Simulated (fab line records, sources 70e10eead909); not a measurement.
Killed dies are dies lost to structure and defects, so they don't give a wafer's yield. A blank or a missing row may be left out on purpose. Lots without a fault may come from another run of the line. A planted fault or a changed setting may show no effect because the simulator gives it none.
fab line records | flow nand_harc
record lots=13 wafers=39 last_day=24
route steps=1159 shown A_M0@1011 END@1159
lots that met no fault: from a run of the same line without faults
start_h: hours from the record's first day to the start of the lot's first wafer shown | wait_h: hours since the lot's step before | " the same as in the row above | L1.1+2: a row that stands for several wafers | - no value, or no start given | * or withheld: withheld | < > ~ a bound
route shown NAME@n: a module of which the file shows steps, and the number in the route of the first | usual: mean/standard deviation of fault-free wafers | same: alike in all rows | chamber/n: place in a boat | sites: the reading at each site | _std_site: their standard deviation | _edge_site: outer sites' mean less inner sites' | radius_mm: how far each site lies from the wafer's centre | mask NAME#n: copy n | behind: the tool/chamber that last shaped the wafer | hold: why the lot was held/for how many hours/how that ended | device: the transistor (n, p or np) that didn't switch | end of line: the same wafers' tests at the end of the route | a step without rows: its recipe alone | killed: dies lost to structure and defects at the first sort, not the wafer's yield | map: a wafer's dies, x killed, . not, _ none there
set.NAME: the setting as run; set.NAME@STEP: as run at that earlier step | model.NAME: the simulator's own value behind a step, which no gauge read
steps of the route over a sample of lots; a table a step, a row a wafer
services: from which hour (start_h, from the record's first day; less than 0 if before it) a tool's chamber was out of use, for how many hours, and why
## steps
# step NHARC_A_M0_STRIP_18
# recipe power_w=1000 n2_flow_sccm=150 h2_flow_sccm=150 ar_flow_sccm=0 bias_w=0 chemistry=N2/H2
# usual drypump_motor_current_A=5.6/0.44 oes_product_au=1.000/0.014 rf_vpp_V=90.6/0.98 showerhead_plenum_p_Torr=2.05/0.097 throttle_valve_pct=14.172/0.009
# columns lot.wafer tool chamber start_h wait_h drypump_motor_current_A oes_product_au rf_hours_counter_h rf_vpp_V showerhead_plenum_p_Torr throttle_valve_pct
L707.1 rie_diel-03 2 389.70 0.1 5.9 0.992 10 91.4 2.14 14.189
L707.6 " 1 " " 6.1 0.996 - 89.0 1.93 14.177
L707.5 " 2 " " 5.9 0.990 - 90.8 2.14 14.159
L709.4 rie_diel-03 1 405.78 0.1 6.1 1.002 1 90.4 1.93 14.184
L709.5 " 0 " " 5.6 1.002 - 88.8 1.89 14.169
L709.6 " 1 " " 6.1 1.004 - 90.1 1.93 14.170
L708.3 rie_diel-12 0 406.72 0.1 5.0 1.013 1 91.9 2.12 14.172
L708.1 " 1 " " 4.9 0.998 1 89.9 2.02 14.187
L708.6 " 0 " " 4.9 1.009 - 90.5 2.12 14.184
L710.4 rie_diel-12 2 409.16 0.1 5.4 0.969 2 92.3 2.16 14.171
L710.1 " 0 " " 4.9 1.017 2 92.5 2.12 14.169
L710.6 " 3 " " 5.7 0.987 - 90.2 2.09 14.160
L713.3 rie_diel-03 1 463.27 0.1 6.1 0.994 6 89.6 1.93 14.184
L713.1 " 2 " " 5.9 1.007 6 90.5 2.14 14.164
L713.5 " 0 " " 5.6 1.003 - 90.5 1.89 14.189
L721.3 rie_diel-03 2 496.26 0.1 5.9 1.013 8 89.9 2.14 14.166
L721.2 " 1 " " 6.1 1.001 8 90.2 1.92 14.184
L721.6 " 2 " " 5.9 1.021 - 91.5 2.14 14.175
L724.4 rie_diel-12 0 497.29 0.1 4.9 1.010 7 90.2 2.12 14.170
L724.5 " 3 " " 5.7 0.999 - 92.5 2.09 14.166
L724.6 " 0 " " 4.9 1.011 - 91.2 2.12 14.174
L723.3 rie_diel-03 0 506.00 0.1 5.6 0.990 9 89.4 1.89 14.172
L723.1 " 3 " " 5.3 1.023 10 92.1 2.16 14.163
L723.6 " 3 " " 5.3 1.010 - 90.4 2.16 14.167
L725.3 rie_diel-12 1 514.72 0.1 4.9 0.990 7 88.9 2.02 14.178
L725.4 " 2 " " 5.5 0.983 7 91.2 2.15 14.164
L725.6 " 1 " " 4.9 0.987 - 92.6 2.02 14.164
L727.2 rie_diel-12 2 523.09 0.1 5.5 0.994 7 89.6 2.15 14.174
L727.1 " 3 " " 5.7 0.999 8 90.8 2.09 14.175
L727.5 " 2 " " 5.4 0.990 - 90.4 2.15 14.168
L728.1 rie_diel-10 0 523.84 0.1 5.6 1.005 9 89.3 2.04 14.181
L728.3 " 1 " " 6.5 1.029 9 90.3 2.00 14.176
L728.6 " 0 " " 5.6 0.999 - 90.6 2.04 14.181
L729.1 rie_diel-03 3 528.57 0.1 5.3 1.017 12 92.7 2.16 14.176
L729.2 " 0 " " 5.6 1.003 11 90.0 1.89 14.165
L729.6 " 1 " " 6.1 0.998 - 90.3 1.92 14.169
L730.4 rie_diel-03 2 538.52 0.1 5.9 1.011 11 91.6 2.14 14.164
L730.3 " 1 " " 6.1 1.004 10 89.6 1.92 14.176
L730.6 " 2 " " 5.9 1.016 - 92.9 2.13 14.184
# step NHARC_A_M0_PRE_CLEAN_29
# recipe time_s=30 temp_c=280 gas=H2/He
# usual heater_power_w=420/28
# columns lot.wafer tool chamber start_h wait_h heater_power_w
L707.1 pvd_sputter-03 - - - 448
L707.6 " - " " 485
L707.5 " - " " 446
L709.4 pvd_sputter-03 - - - 449
L709.6 " - " " 449
L709.5 " - " " 449
L708.1 pvd_sputter-02 - - - 402
L708.3 " - " " 413
L708.6 " - " " 404
L710.4 pvd_sputter-03 - - - 441
L710.1 " - " " 484
L710.6 " - " " 455
L713.3 pvd_sputter-01 - - - 405
L713.1 " - " " 407
L713.5 " - " " 413
L721.2 pvd_sputter-02 - - - 410
L721.3 " - " " 409
L721.6 " - " " 406
L724.4 pvd_sputter-02 - - - 389
L724.5 " - " " 383
L724.6 " - " " 407
L723.3 pvd_sputter-03 - - - 456
L723.1 " - " " 439
L723.6 " - " " 455
L725.4 pvd_sputter-02 - - - 405
L725.3 " - " " 378
L725.6 " - " " 396
L727.1 pvd_sputter-02 - - - 406
L727.2 " - " " 420
L727.5 " - " " 404
L728.1 pvd_sputter-02 - - - 378
L728.3 " - " " 400
L728.6 " - " " 379
L729.2 pvd_sputter-03 - - - 437
L729.1 " - " " 456
L729.6 " - " " 448
L730.3 pvd_sputter-02 - - - 422
L730.4 " - " " 396
L730.6 " - " " 398
# step NHARC_A_M0_PVD_21
# recipe target_thk_a=300 chamber_pressure_pa=5 power_w=5000 substrate_temp_c=30 time_s=20.49 material=Cu
# usual cathode_dc_power_W=5000.0/0.94 chamber_pressure_pa=5.000/0.0095 throttle_valve_pct=30.3/1.1
# columns lot.wafer tool chamber start_h wait_h cathode_dc_power_W chamber_pressure_pa throttle_valve_pct
L707.1 pvd_sputter-03 - 390.47 - 5002.5 4.997 31.1
L707.5 " - " " 4999.6 4.994 30.7
L707.6 " - " " 4998.9 5.019 30.2
L709.4 pvd_sputter-03 - 406.53 - 4999.0 5.002 30.1
L709.6 " - " " 4999.9 5.025 29.8
L709.5 " - " " 4999.7 4.995 27.7
L708.1 pvd_sputter-02 - 407.50 - 4999.6 4.990 29.4
L708.3 " - " " 5000.4 4.994 31.6
L708.6 " - " " 4999.2 4.996 29.6
L710.1 pvd_sputter-03 - 409.93 - 4998.3 4.970 27.8
L710.4 " - " " 4998.8 4.993 29.8
L710.6 " - " " 5000.6 4.989 31.2
L713.1 pvd_sputter-01 - 464.04 - 4999.2 4.997 29.1
L713.3 " - " " 4997.5 5.014 29.3
L713.5 " - " " 5000.2 5.007 30.8
L721.2 pvd_sputter-02 - 497.04 - 5000.6 5.004 31.4
L721.3 " - " " 4999.2 4.991 29.7
L721.6 " - " " 5002.7 5.011 30.4
L724.4 pvd_sputter-02 - 498.06 - - - -
L724.5 " - " " - - -
L724.6 " - " " - - -
L723.1 pvd_sputter-03 - 506.83 - - - -
L723.3 " - " " - - -
L723.6 " - " " - - -
L725.4 pvd_sputter-02 - 515.49 - - - -
L725.3 " - " " - - -
L725.6 " - " " - - -
L727.1 pvd_sputter-02 - 523.90 - 4999.7 4.989 31.4
L727.2 " - " " 5000.3 5.011 29.6
L727.5 " - " " 5000.0 4.990 31.5
L728.3 pvd_sputter-02 - 524.63 - 5000.1 4.995 31.7
L728.1 " - " " 5000.7 5.010 29.4
L728.6 " - " " 4998.5 4.986 30.6
L729.1 pvd_sputter-03 - 529.29 - 4999.9 5.006 30.9
L729.2 " - " " 4997.5 4.999 31.0
L729.6 " - " " 5000.6 5.000 27.7
L730.4 pvd_sputter-02 - 539.31 - 5000.9 5.008 31.6
L730.3 " - " " 4998.8 4.991 30.6
L730.6 " - " " 4999.8 4.986 29.6
# step NHARC_END_SORT_01
# recipe temp_c=25
# usual defect_limited_yield=95.3/1.5 killed_at_array=28/10 killed_at_other=0.6/1.1 killed_at_periphery=3.6/2.6 killed_dies=32/10 killed_open=3.3/1.8 killed_short=1.9/1.4 sort_bin_2_pct=1.5/0.61 sort_bin_3_pct=0.27/0.2 sort_bin_4_pct=3.0/1 sort_n_pass=645/10 sort_rim_yield_pct=97.3/1.9 sort_yield_pct=95.3/1.5
# same gross_dies=677 sort_bin_5_pct[%]=0 sort_bin_6_pct[%]=0 sort_bin_7_pct[%]=0 sort_bin_8_pct[%]=0 sort_rim_n_gross=106.00
# columns lot.wafer tool chamber start_h wait_h hold defect_limited_yield[%] killed_at_array killed_at_other killed_at_periphery killed_dies killed_open killed_short sort_bin_2_pct[%] sort_bin_3_pct[%] sort_bin_4_pct[%] sort_n_pass sort_rim_yield_pct[%] sort_yield_pct[%]
L707.1 prober-02 0 428.64 2.5 - 94.7 31 1 4 36 5 0 0.9 0.15 4.3 641 95.3 94.7
L707.5 prober-02 0 431.85 3.7 - 94.7 34 0 2 36 0 4 1.5 0.15 3.7 641 97.2 94.7
L707.6 prober-02 0 432.65 4.0 - 95.4 27 0 4 31 4 2 1.0 0.44 3.1 646 96.2 95.4
L709.4 prober-02 0 443.45 3.4 - 95.4 28 0 3 31 3 2 1.3 0.30 3.0 646 98.1 95.4
L709.5 prober-02 0 444.25 3.7 - 95.1 32 0 1 33 3 3 1.5 0 3.4 644 98.1 95.1
L709.6 prober-02 0 445.05 4.0 - 95.4 30 0 1 31 1 3 0.6 1.18 2.8 646 99.1 95.4
L710.1 prober-02 0 449.36 2.5 - 94.5 30 0 7 37 5 2 2.1 0.15 3.2 640 98.1 94.5
L710.4 prober-02 0 451.79 3.4 - 96.5 21 0 3 24 2 2 0.9 0.15 2.5 653 98.1 96.5
L710.6 prober-02 0 453.41 4.1 - 96.2 22 1 3 26 4 2 1.5 0 2.4 651 96.2 96.2
L708.1 prober-01 0 456.56 2.5 - 97.5 14 0 3 17 7 1 1.0 0.15 1.3 660 99.1 97.5
L708.3 prober-01 0 458.16 3.1 - 98.1 8 0 5 13 3 1 0.7 0 1.2 664 99.1 98.1
L708.6 prober-01 0 460.57 4.0 - 96.3 24 0 1 25 8 1 1.3 0.30 2.1 652 97.2 96.3
L713.1 prober-02 0 505.27 2.5 - 94.5 37 0 0 37 2 3 2.1 0.30 3.1 640 97.2 94.5
L713.3 prober-02 0 506.85 3.1 - 93.8 41 0 1 42 3 1 2.4 0.44 3.4 635 97.2 93.8
L713.5 prober-02 0 508.43 3.7 - 94.1 38 1 1 40 1 3 1.9 0.59 3.4 637 97.2 94.1
L721.2 prober-02 0 535.17 2.8 - 93.2 43 1 2 46 3 1 2.1 0.44 4.3 631 99.1 93.2
L721.3 prober-02 0 535.97 3.1 - 92.2 51 1 1 53 2 1 2.4 0.74 4.7 624 95.3 92.2
L721.6 prober-02 0 538.37 4.0 - 92.6 49 0 1 50 7 1 2.2 0.74 4.4 627 97.2 92.6
L724.4 prober-01 0 544.55 3.4 await_dispo/1.2h/scrap 0 674 0 3 677 4 3 97.6 0.15 2.2 0 0 0
L724.5 prober-01 0 545.34 3.7 await_dispo/1.2h/scrap 0 676 0 1 677 1 5 96.0 0.15 3.8 0 0 0
L724.6 prober-01 0 546.13 4.0 await_dispo/1.2h/scrap 0 677 0 0 677 5 1 96.8 0.59 2.7 0 0 0
L723.1 prober-02 0 547.82 2.5 await_dispo/2.5h/scrap 0 674 0 3 677 5 1 97.8 0 2.2 0 0 0
L723.3 prober-02 0 549.42 3.1 await_dispo/2.5h/scrap 0 672 0 5 677 3 1 97.2 0 2.8 0 0 0
L723.6 prober-02 0 551.82 4.0 await_dispo/2.5h/scrap 0 671 0 6 677 3 4 96.8 0.30 3.0 0 0 0
L725.3 prober-02 0 557.22 3.1 await_dispo/4.9h/scrap 0 671 0 6 677 5 1 97.2 0.15 2.7 0 0 0
L725.4 prober-02 0 558.03 3.4 await_dispo/4.9h/scrap 0 672 0 5 677 2 2 97.5 0.15 2.4 0 0 0
L725.6 prober-02 0 559.64 4.0 await_dispo/4.9h/scrap 0 677 0 0 677 0 0 98.4 0.15 1.5 0 0 0
L728.1 prober-02 0 563.44 2.5 - 94.2 38 0 1 39 3 1 2.4 0 3.4 638 98.1 94.2
L728.3 prober-02 0 565.07 3.1 - 94.7 34 0 2 36 3 3 1.3 0.15 3.8 641 98.1 94.7
L728.6 prober-02 0 567.51 4.1 - 94.4 35 1 2 38 2 2 1.2 0.15 4.3 639 100.0 94.4
L727.1 prober-01 0 565.72 5.4 - 95.6 30 0 0 30 5 1 1.2 0.15 3.1 647 99.1 95.6
L727.2 prober-01 0 566.53 5.7 - 94.5 34 0 3 37 3 7 2.1 0.30 3.1 640 95.3 94.5
L727.5 prober-01 0 568.96 6.6 - 96.0 26 0 1 27 2 0 1.0 0.30 2.7 650 100.0 96.0
L729.1 prober-02 0 571.33 2.5 - 91.7 41 0 15 56 1 3 1.6 0.59 6.1 621 98.1 91.7
L729.2 prober-02 0 572.13 2.8 - 91.7 50 0 6 56 3 2 3.0 0.59 4.7 621 92.5 91.7
L729.6 prober-02 0 575.31 4.0 - 93.2 38 0 8 46 1 4 2.4 0.44 4.0 631 94.3 93.2
L730.3 prober-01 0 579.27 3.1 - 96.5 20 0 4 24 6 4 1.5 0 2.1 653 98.1 96.5
L730.4 prober-01 0 580.07 3.4 - 97.0 17 0 3 20 3 1 0.6 0.15 2.2 657 97.2 97.0
L730.6 prober-01 0 581.66 4.0 - 96.6 17 1 5 23 3 2 0.9 0 2.5 654 97.2 96.6
# killed by level:class
L707.1 A_CHANNEL_HOLE_D1:chamber_film_flake=14 A_SLIT:chamber_film_flake=10 A_CONTACT:chamber_film_flake=3 P_ZERO_WELL:chamber_film_flake=2 P_CONTACT:geometric_particle:open=1 A_CHANNEL_FILL_D1:geometric_particle:open=1 A_CONTACT:geometric_particle:open=1 A_BLC:geometric_particle:open=1
L707.5 A_SLIT:chamber_film_flake=14 A_CHANNEL_HOLE_D1:chamber_film_flake=11 A_CONTACT:chamber_film_flake=3 A_ONON_D1:geometric_particle:short=2 A_STAIRCASE:chamber_film_flake=2 A_CHANNEL_FILL_D1:geometric_particle:short=1 A_SGD_CUT:geometric_particle:short=1 P_GATE:chamber_film_flake=1
L707.6 A_CHANNEL_HOLE_D1:chamber_film_flake=10 A_SLIT:chamber_film_flake=6 A_STAIRCASE:chamber_film_flake=4 A_WL_FILL:geometric_particle:open=2 A_CONTACT:geometric_particle:open=2 P_STI:chamber_film_flake=2 P_CONTACT:geometric_particle:short=1 A_CHANNEL_FILL_D1:geometric_particle:short=1
L709.4 A_CHANNEL_HOLE_D1:chamber_film_flake=19 A_CONTACT:geometric_particle:open=2 A_STAIRCASE:chamber_film_flake=2 A_SLIT:chamber_film_flake=2 A_CONTACT:chamber_film_flake=2 P_GATE:geometric_particle:short=1 P_M1:geometric_particle:open=1 A_CHANNEL_FILL_D1:geometric_particle:short=1
L709.5 A_CHANNEL_HOLE_D1:chamber_film_flake=18 A_STAIRCASE:chamber_film_flake=5 A_SLIT:chamber_film_flake=3 P_M0:geometric_particle:short=1 A_CHANNEL_FILL_D1:geometric_particle:short=1 A_CHANNEL_FILL_D1:geometric_particle:open=1 A_SGD_CUT:geometric_particle:open=1 A_M0:geometric_particle:open=1
L709.6 A_CHANNEL_HOLE_D1:chamber_film_flake=18 A_STAIRCASE:chamber_film_flake=4 A_CONTACT:chamber_film_flake=4 P_M0:geometric_particle:short=1 A_CHANNEL_FILL_D1:geometric_particle:short=1 A_STAIRCASE:geometric_particle:short=1 A_CONTACT:geometric_particle:open=1 A_WL_FILL:chamber_film_flake=1
L710.1 A_CHANNEL_HOLE_D1:chamber_film_flake=14 A_STAIRCASE:chamber_film_flake=6 P_GATE:geometric_particle:open=3 A_WL_FILL:chamber_film_flake=3 P_GATE:chamber_film_flake=2 A_SLIT:chamber_film_flake=2 A_CONTACT:chamber_film_flake=2 P_GATE:geometric_particle:short=1
L710.4 A_CHANNEL_HOLE_D1:chamber_film_flake=12 A_STAIRCASE:chamber_film_flake=3 P_STI:chamber_film_flake=2 A_CONTACT:chamber_film_flake=2 P_CONTACT:geometric_particle:open=1 A_CONTACT:geometric_particle:open=1 A_BLC:geometric_particle:short=1 A_M0:geometric_particle:short=1
L710.6 A_CHANNEL_HOLE_D1:chamber_film_flake=12 P_GATE:chamber_film_flake=3 A_M0:geometric_particle:open=2 A_CONTACT:chamber_film_flake=2 A_WL_FILL:geometric_particle:short=1 A_CONTACT:geometric_particle:open=1 A_BONDPAD:geometric_particle:open=1 STARTING-WAFER:geometric_particle:short=1
L708.1 A_STAIRCASE:chamber_film_flake=3 A_CONTACT:geometric_particle:open=2 A_CHANNEL_HOLE_D1:chamber_film_flake=2 P_M0:geometric_particle:open=1 A_ONON_D1:geometric_particle:open=1 A_CHANNEL_HOLE_D1:geometric_particle:short=1 A_CHANNEL_HOLE_D1:geometric_particle:open=1 A_BLC:geometric_particle:open=1
L708.3 P_STI:chamber_film_flake=3 A_STAIRCASE:chamber_film_flake=2 A_SGD_CUT:chamber_film_flake=2 P_M2:geometric_particle:open=1 A_CHANNEL_FILL_D1:geometric_particle:short=1 A_CHANNEL_FILL_D1:geometric_particle:open=1 A_CONTACT:geometric_particle:open=1 P_M1:chamber_film_flake=1
L708.6 A_ONON_D1:geometric_particle:open=4 A_CONTACT:geometric_particle:open=4 A_STAIRCASE:chamber_film_flake=4 A_WL_FILL:chamber_film_flake=4 A_CONTACT:chamber_film_flake=4 A_CHANNEL_HOLE_D1:chamber_film_flake=2 A_ONON_D1:geometric_particle:short=1 P_STI:chamber_film_flake=1
L713.1 A_CHANNEL_HOLE_D1:chamber_film_flake=20 A_SLIT:chamber_film_flake=7 A_CONTACT:chamber_film_flake=4 A_SGD_CUT:geometric_particle:short=2 A_SOURCE_PLATE:geometric_particle:short=1 A_CONTACT:geometric_particle:open=1 A_BLC:geometric_particle:open=1 A_WL_FILL:chamber_film_flake=1
L713.3 A_CHANNEL_HOLE_D1:chamber_film_flake=17 A_SLIT:chamber_film_flake=11 A_CONTACT:chamber_film_flake=5 A_WL_FILL:chamber_film_flake=3 P_CONTACT:geometric_particle:open=1 A_CHANNEL_FILL_D1:geometric_particle:open=1 A_WL_FILL:geometric_particle:open=1 A_CONTACT:geometric_particle:short=1
L713.5 A_CHANNEL_HOLE_D1:chamber_film_flake=15 A_SLIT:chamber_film_flake=13 A_WL_FILL:chamber_film_flake=4 A_CONTACT:chamber_film_flake=2 P_M0:geometric_particle:short=1 A_ONON_D1:geometric_particle:short=1 A_STAIRCASE:geometric_particle:open=1 A_CONTACT:geometric_particle:short=1
L721.2 A_CHANNEL_HOLE_D1:chamber_film_flake=15 A_SLIT:chamber_film_flake=11 A_CONTACT:chamber_film_flake=7 A_CONTACT:geometric_particle:open=2 A_CHANNEL_FILL_D1:chamber_film_flake=2 A_STAIRCASE:chamber_film_flake=2 A_WL_FILL:chamber_film_flake=2 P_CONTACT:geometric_particle:open=1
L721.3 A_CHANNEL_HOLE_D1:chamber_film_flake=22 A_SLIT:chamber_film_flake=12 A_CONTACT:chamber_film_flake=11 A_CHANNEL_FILL_D1:chamber_film_flake=2 A_CHANNEL_FILL_D1:geometric_particle:short=1 A_SGD_CUT:geometric_particle:open=1 A_CONTACT:geometric_particle:open=1 P_BONDPAD:chamber_film_flake=1
L721.6 A_CHANNEL_HOLE_D1:chamber_film_flake=19 A_SLIT:chamber_film_flake=11 A_CONTACT:chamber_film_flake=10 A_ONON_D1:geometric_particle:open=2 A_CONTACT:geometric_particle:open=2 P_M0:geometric_particle:open=1 A_SOURCE_PLATE:geometric_particle:short=1 A_BLC:geometric_particle:open=1
L724.4 A_M0:area_pvd=646 A_SLIT:chamber_film_flake=13 A_STAIRCASE:chamber_film_flake=5 A_CHANNEL_HOLE_D1:chamber_film_flake=2 A_CONTACT:chamber_film_flake=2 P_STI:geometric_particle:short=1 P_M0:geometric_particle:open=1 A_SOURCE_PLATE:geometric_particle:open=1
L724.5 A_M0:area_pvd=642 A_STAIRCASE:chamber_film_flake=12 A_SLIT:chamber_film_flake=9 A_CONTACT:chamber_film_flake=5 A_ONON_D1:geometric_particle:short=2 A_CONTACT:geometric_particle:short=1 A_CONTACT:geometric_particle:open=1 A_M0:geometric_particle:short=1
L724.6 A_M0:area_pvd=643 A_SLIT:chamber_film_flake=11 A_CHANNEL_HOLE_D1:chamber_film_flake=6 A_STAIRCASE:chamber_film_flake=5 A_CONTACT:chamber_film_flake=5 A_CONTACT:geometric_particle:open=2 A_ONON_D1:geometric_particle:open=1 A_CHANNEL_FILL_D1:geometric_particle:short=1
L723.1 A_M0:area_pvd=653 A_CHANNEL_HOLE_D1:chamber_film_flake=4 A_SGD_CUT:chamber_film_flake=4 A_WL_FILL:chamber_film_flake=4 P_CONTACT:geometric_particle:open=2 A_CONTACT:geometric_particle:open=2 A_STAIRCASE:chamber_film_flake=2 A_CONTACT:chamber_film_flake=2
L723.3 A_M0:area_pvd=651 A_STAIRCASE:chamber_film_flake=8 A_CHANNEL_HOLE_D1:chamber_film_flake=5 A_CONTACT:chamber_film_flake=3 A_SGD_CUT:chamber_film_flake=2 P_GATE:geometric_particle:open=1 P_M1:geometric_particle:open=1 P_M2:geometric_particle:open=1
L723.6 A_M0:area_pvd=646 P_M0:chamber_film_flake=4 A_CHANNEL_HOLE_D1:chamber_film_flake=4 A_STAIRCASE:chamber_film_flake=4 A_SGD_CUT:chamber_film_flake=3 A_CONTACT:geometric_particle:short=2 A_ZERO_WELL:chamber_film_flake=2 A_SLIT:chamber_film_flake=2
L725.3 A_M0:area_pvd=652 A_CONTACT:chamber_film_flake=8 A_CHANNEL_HOLE_D1:chamber_film_flake=6 P_M0:geometric_particle:open=2 A_SLIT:chamber_film_flake=2 P_GATE:geometric_particle:open=1 A_CHANNEL_FILL_D1:geometric_particle:open=1 A_SGD_CUT:geometric_particle:short=1
L725.4 A_M0:area_pvd=651 A_CHANNEL_HOLE_D1:chamber_film_flake=9 A_CONTACT:chamber_film_flake=9 A_STAIRCASE:chamber_film_flake=2 P_CONTACT:geometric_particle:open=1 P_M1:geometric_particle:open=1 P_M1:geometric_particle:short=1 P_M2:geometric_particle:short=1
L725.6 A_M0:area_pvd=661 A_CHANNEL_HOLE_D1:chamber_film_flake=6 A_CONTACT:chamber_film_flake=6 A_STAIRCASE:chamber_film_flake=2 A_CHANNEL_FILL_D1:chamber_film_flake=1 A_M0:chamber_film_flake=1
L728.1 A_CHANNEL_HOLE_D1:chamber_film_flake=22 A_CONTACT:chamber_film_flake=8 A_ONON_D1:geometric_particle:open=2 A_STAIRCASE:chamber_film_flake=2 A_WL_FILL:geometric_particle:short=1 A_CONTACT:geometric_particle:open=1 P_GATE:chamber_film_flake=1 A_WL_FILL:chamber_film_flake=1
L728.3 A_CHANNEL_HOLE_D1:chamber_film_flake=19 A_ZERO_WELL:chamber_film_flake=3 A_CHANNEL_FILL_D1:chamber_film_flake=2 A_SLIT:chamber_film_flake=2 A_CONTACT:chamber_film_flake=2 P_M1:geometric_particle:open=1 A_SOURCE_PLATE:geometric_particle:open=1 A_ONON_D1:geometric_particle:short=1
L727.1 A_SLIT:chamber_film_flake=12 A_CHANNEL_HOLE_D1:chamber_film_flake=8 A_CONTACT:geometric_particle:open=3 A_ONON_D1:geometric_particle:open=2 A_CONTACT:chamber_film_flake=2 A_CONTACT:geometric_particle:short=1 A_CHANNEL_FILL_D1:chamber_film_flake=1 A_STAIRCASE:chamber_film_flake=1
L727.2 A_SLIT:chamber_film_flake=14 A_CHANNEL_HOLE_D1:chamber_film_flake=8 A_CONTACT:geometric_particle:short=3 A_WL_FILL:geometric_particle:short=2 A_M1:geometric_particle:open=2 A_CONTACT:chamber_film_flake=2 P_CONTACT:geometric_particle:short=1 A_ONON_D1:geometric_particle:short=1
L728.6 A_CHANNEL_HOLE_D1:chamber_film_flake=26 A_CONTACT:chamber_film_flake=3 P_M0:geometric_particle:open=2 A_WL_FILL:chamber_film_flake=2 A_CHANNEL_FILL_D1:geometric_particle:short=1 A_WL_FILL:geometric_particle:short=1 A_CHANNEL_FILL_D1:chamber_film_flake=1 A_STAIRCASE:chamber_film_flake=1
L727.5 A_SLIT:chamber_film_flake=15 A_CHANNEL_HOLE_D1:chamber_film_flake=4 A_STAIRCASE:chamber_film_flake=3 P_M1:geometric_particle:open=1 A_M0:geometric_particle:open=1 A_CHANNEL_FILL_D1:chamber_film_flake=1 A_SGD_CUT:chamber_film_flake=1 A_CONTACT:chamber_film_flake=1
L729.1 A_SLIT:chamber_film_flake=20 A_CHANNEL_HOLE_D1:chamber_film_flake=10 P_M2:chamber_film_flake=8 A_CONTACT:chamber_film_flake=5 P_GATE:chamber_film_flake=3 A_CHANNEL_FILL_D1:geometric_particle:short=2 P_ZERO_WELL:chamber_film_flake=2 A_STAIRCASE:chamber_film_flake=2
L729.2 A_CHANNEL_HOLE_D1:chamber_film_flake=18 A_SLIT:chamber_film_flake=16 A_CONTACT:chamber_film_flake=8 P_ZERO_WELL:chamber_film_flake=2 P_GATE:chamber_film_flake=2 P_M2:chamber_film_flake=2 A_STAIRCASE:chamber_film_flake=2 A_ONON_D1:geometric_particle:open=1
L729.6 A_SLIT:chamber_film_flake=20 A_CHANNEL_HOLE_D1:chamber_film_flake=8 A_CONTACT:chamber_film_flake=4 P_M2:chamber_film_flake=3 A_STAIRCASE:chamber_film_flake=3 P_GATE:chamber_film_flake=2 P_GATE:geometric_particle:short=1 P_M1:geometric_particle:open=1
L730.3 A_CHANNEL_HOLE_D1:chamber_film_flake=8 A_WL_FILL:geometric_particle:open=2 A_CONTACT:geometric_particle:open=2 A_CONTACT:geometric_particle:short=2 P_GATE:chamber_film_flake=2 A_CONTACT:chamber_film_flake=2 P_M0:geometric_particle:open=1 A_WL_FILL:geometric_particle:short=1
L730.4 A_CHANNEL_HOLE_D1:chamber_film_flake=11 A_ONON_D1:geometric_particle:short=1 A_STAIRCASE:geometric_particle:open=1 A_CONTACT:geometric_particle:open=1 A_M1:geometric_particle:open=1 P_ZERO_WELL:chamber_film_flake=1 P_STI:chamber_film_flake=1 P_GATE:chamber_film_flake=1
L730.6 A_CHANNEL_HOLE_D1:chamber_film_flake=8 P_GATE:chamber_film_flake=4 A_CONTACT:chamber_film_flake=3 A_ONON_D1:geometric_particle:open=1 A_CHANNEL_FILL_D1:geometric_particle:short=1 A_SLIT:geometric_particle:open=1 A_WL_FILL:geometric_particle:short=1 STARTING-WAFER:geometric_particle:open=1
## services
# columns tool chamber start_h hours kind
rie_diel-03 0 371.30 - clean
rie_diel-03 1 371.30 - clean
rie_diel-03 2 371.30 - clean
rie_diel-03 3 371.30 - clean
rie_diel-12 - 379.47 9.0 pm
rie_diel-10 1 391.33 5.2 repair
pvd_sputter-02 - 392.06 10.0 pm
rie_diel-03 - 392.30 9.0 pm
rie_diel-03 0 392.30 9.0 vent_cycle
rie_diel-03 1 392.30 9.0 vent_cycle
rie_diel-03 2 392.30 9.0 vent_cycle
rie_diel-03 3 392.30 9.0 vent_cycle
rie_diel-03 0 401.30 - clean
rie_diel-03 1 401.30 - clean
rie_diel-03 2 401.30 - clean
rie_diel-03 3 401.30 - clean
rie_diel-12 - 433.03 2.9 repair
pvd_sputter-03 - 458.02 10.0 pm
rie_diel-03 1 500.00 7.3 repair
pvd_sputter-01 - 514.00 10.0 pm
rie_diel-03 2 521.63 6.5 repair
rie_diel-10 3 524.94 54.1 repair
rie_diel-10 - 530.50 9.0 pm
pvd_sputter-01 - 530.50 4.3 repair
## key
first_sign step=NHARC_A_M0_PVD_21 reading=tool_record direction=missing
effect step=NHARC_END_SORT_01 reading=sort_bin_2_pct direction=up sigmas=99+ usual=1.5 struck=97.2
more_kills_born_at NHARC_A_M0_PVD_21@pvd_sputter-02=3895 NHARC_A_M0_PVD_21@pvd_sputter-03=1950
met_at NHARC_A_M0_PVD_21
struck_lots L723,L724,L725
later_rows_left_out L723.1,L723.3,L723.6,L724.4,L724.5,L724.6,L725.3,L725.4,L725.6
not_acting_at NHARC_A_M0_STRIP_18,NHARC_A_M0_PRE_CLEAN_29
onset_between 497.04 498.06
fault kind=skipped_step_whole tool=pvd_sputter-02,pvd_sputter-03 chamber=- onset_h=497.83 steps=NHARC_A_M0_PVD_21 scope=struck_lots_only
# later_rows_left_out: the simulator's readings of these wafers behind a module that went badly wrong aren't trusted and aren't shown, but for the sort
